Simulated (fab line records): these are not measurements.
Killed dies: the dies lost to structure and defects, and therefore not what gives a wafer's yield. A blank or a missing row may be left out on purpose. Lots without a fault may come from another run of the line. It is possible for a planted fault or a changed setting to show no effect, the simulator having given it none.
Shared-tool check    flow nand_harc    11 lots, 33 wafers sampled

WHY IT WAS OPENED
Flagged at NHARC_P_GATE_CD_MEAS_26: reading cd_nm, on 1 of 11 lots. No-fault wafers: 119.9 nm, standard deviation 0.58.
Rule: a lot gets a flag if all its wafers with a number sit over 4 standard deviations from that mean, or if no wafer of it has a number. As for the other lots, they are considered sound.

lot   measured      on         cd_nm (nm), wafer by wafer  flag
L823  day 6 06:11   cd_sem-03  119.2 119.7 118.9           
L824  day 6 19:56   cd_sem-01  85.7 86.3 86.3              FLAGGED
L825  day 7 04:31   cd_sem-03  119.9 119.3 119.0           
L834  day 11 01:58  cd_sem-03  120.0 119.8 120.1           
L835  day 11 13:25  cd_sem-03  119.8 120.0 120.2           
L837  day 12 04:43  cd_sem-02  120.2 119.4 119.2           
L838  day 12 11:30  cd_sem-01  120.4 120.1 119.8           
L839  day 12 23:32  cd_sem-02  119.4 119.7 120.3           
L840  day 13 04:35  cd_sem-01  119.0 119.6 119.4           
L841  day 14 04:26  cd_sem-03  119.7 119.7 119.9           
L843  day 14 11:17  cd_sem-03  120.6 120.3 120.2           
On average the flagged lots' numbers are 86.1 nm, which is -33.8 nm against the usual, or -58 standard deviations.

WHICH TOOL RAN EACH LOT
2 process steps preceding the reading are held in the record, out of 1302 steps in the route. Cell contents, in order: the tool; ch with the chambers the sampled wafers went through; the start.
lot   flag     NHARC_P_GATE_DESCUM_13              NHARC_P_GATE_EXPOSE_23
L823           rie_diel-05 ch 2,3, day 5 11:46     arfi_scanner-01 ch 0, day 6 06:03
L824  FLAGGED  rie_diel-05 ch 0,1,2, day 6 00:56   arfi_scanner-02 ch 0, day 6 19:48
L825           rie_diel-05 ch 1,3, day 6 13:35     arfi_scanner-02 ch 0, day 7 04:23
L834           rie_diel-02 ch 0,1, day 10 10:18    arfi_scanner-01 ch 0, day 11 01:50
L835           rie_diel-06 ch 0,2,3, day 10 17:02  arfi_scanner-03 ch 0, day 11 13:17
L837           rie_diel-06 ch 0,1,2, day 11 08:20  arfi_scanner-03 ch 0, day 12 04:34
L838           rie_diel-02 ch 2,3, day 11 17:51    arfi_scanner-03 ch 0, day 12 11:22
L839           rie_diel-06 ch 1,2, day 12 09:07    arfi_scanner-02 ch 0, day 12 23:23
L840           rie_diel-05 ch 1,2,3, day 12 14:46  arfi_scanner-02 ch 0, day 13 04:26
L841           rie_diel-02 ch 1,2,3, day 13 08:10  arfi_scanner-02 ch 0, day 14 04:17
L843           rie_diel-05 ch 0,3, day 13 20:28    arfi_scanner-03 ch 0, day 14 11:09
What is done by these steps:
- NHARC_P_GATE_DESCUM_13: chemistry O2, time 3 s.
- NHARC_P_GATE_EXPOSE_23: exposes mask P GATE, target cd 120 nm.
- NHARC_P_GATE_CD_MEAS_26: target cd 120 nm.

FLAGGED AGAINST TOTAL, ONE TOOL AT A TIME (gauges that did the reading follow at the end)
step                     tool             lots run  flagged  share of the flagged lots  sound lots run after its first flagged lot
NHARC_P_GATE_DESCUM_13   rie_diel-02      3         0        none                       -
NHARC_P_GATE_DESCUM_13   rie_diel-05      5         1        all                        3 (L825,L840,L843)
NHARC_P_GATE_DESCUM_13   rie_diel-06      3         0        none                       -
NHARC_P_GATE_EXPOSE_23   arfi_scanner-01  2         0        none                       -
NHARC_P_GATE_EXPOSE_23   arfi_scanner-02  5         1        all                        4 (L825,L839,L840,L841)
NHARC_P_GATE_EXPOSE_23   arfi_scanner-03  4         0        none                       -
NHARC_P_GATE_CD_MEAS_26  cd_sem-01        3         1        all                        2 (L838,L840)
NHARC_P_GATE_CD_MEAS_26  cd_sem-02        2         0        none                       -
NHARC_P_GATE_CD_MEAS_26  cd_sem-03        6         0        none                       -

WHAT IS ALLOWED BY THE TABLE
All flagged lots were run by 3 table rows, namely rie_diel-05 at NHARC_P_GATE_DESCUM_13, arfi_scanner-02 at NHARC_P_GATE_EXPOSE_23, cd_sem-01 at NHARC_P_GATE_CD_MEAS_26.
- rie_diel-05 at NHARC_P_GATE_DESCUM_13 ran 5 lots, 1 of them flagged. Lots that were sound ran on it after the first flagged one (L825, L840, L843); a persistent fault on the entire tool would not allow that.
- arfi_scanner-02 at NHARC_P_GATE_EXPOSE_23 ran 5 lots, 1 of them flagged. Lots that were sound ran on it after the first flagged one (L825, L839, L840, L841); a persistent fault on the entire tool would not allow that.
- cd_sem-01 at NHARC_P_GATE_CD_MEAS_26 ran 3 lots, 1 of them flagged. Lots that were sound ran on it after the first flagged one (L838, L840); a persistent fault on the entire tool would not allow that.
Every row of the table either missed a flagged lot or ran a sound lot after the first.

WHAT HAD BEEN PUT IN BY THE SIMULATOR
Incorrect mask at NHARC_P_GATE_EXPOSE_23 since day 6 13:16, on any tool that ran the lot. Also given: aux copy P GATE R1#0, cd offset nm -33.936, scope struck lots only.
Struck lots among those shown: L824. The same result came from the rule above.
